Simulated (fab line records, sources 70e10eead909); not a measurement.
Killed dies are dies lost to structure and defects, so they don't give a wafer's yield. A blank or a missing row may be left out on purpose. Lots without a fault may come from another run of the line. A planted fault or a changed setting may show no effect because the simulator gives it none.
Tool commonality check | flow nand_harc | 3 lots, 9 wafers sampled

WHY IT WAS OPENED
At NHARC_END_SORT_01 the reading killed_at_periphery is flagged on 3 of 3 lots. Wafers without a fault read 4, standard deviation 3.2.
Rule: a lot is flagged when every wafer of it that has a number lies more than 4 standard deviations from that mean, or none has a number. The other lots count as sound.

lot  | measured     | on        | killed_at_periphery, wafer by wafer | flag
L266 | day 25 20:44 | prober-01 | 630 619 639                         | FLAGGED
L268 | day 27 10:49 | prober-02 | 618 617 618                         | FLAGGED
L267 | day 27 23:20 | prober-01 | 610 605 619                         | FLAGGED
The numbers of the flagged lots are 619 on average: +615 against the usual, or +99 or more standard deviations.

WHICH TOOL RAN EACH LOT
The record holds 3 process steps before the reading, out of a route of 1302 steps. In each cell: the tool, then ch and the chambers that the sampled wafers went through, then the start.
lot  | flag    | NHARC_P_ZERO_WELL_IMPLANT_27 | NHARC_P_STI_CMP_21 | NHARC_P_GATE_STRIP_108
L266 | FLAGGED | implanter-02, day 4 00:57    | no row             | no row
L268 | FLAGGED | implanter-01, day 4 20:50    | no row             | no row
L267 | FLAGGED | implanter-01, day 4 10:46    | no row             | no row
What these steps do:
- NHARC_P_ZERO_WELL_IMPLANT_27
- NHARC_P_STI_CMP_21: polishes, t overpolish 20 s, target thk 380.67 nm.
- NHARC_P_GATE_STRIP_108: strips in O2.
- NHARC_END_SORT_01

FLAGGED OVER TOTAL, TOOL BY TOOL (the gauges that took the reading come last)
step                         | tool         | lots run | flagged | share of the flagged lots | sound lots run after its first flagged lot
NHARC_P_ZERO_WELL_IMPLANT_27 | implanter-01 | 2        | 2       | some                      | 0
NHARC_P_ZERO_WELL_IMPLANT_27 | implanter-02 | 1        | 1       | some                      | 0
NHARC_END_SORT_01            | prober-01    | 2        | 2       | some                      | 0
NHARC_END_SORT_01            | prober-02    | 1        | 1       | some                      | 0

WHAT THE TABLE ALLOWS
No row of the table ran every flagged lot.

WHAT THE SIMULATOR HAD PUT IN
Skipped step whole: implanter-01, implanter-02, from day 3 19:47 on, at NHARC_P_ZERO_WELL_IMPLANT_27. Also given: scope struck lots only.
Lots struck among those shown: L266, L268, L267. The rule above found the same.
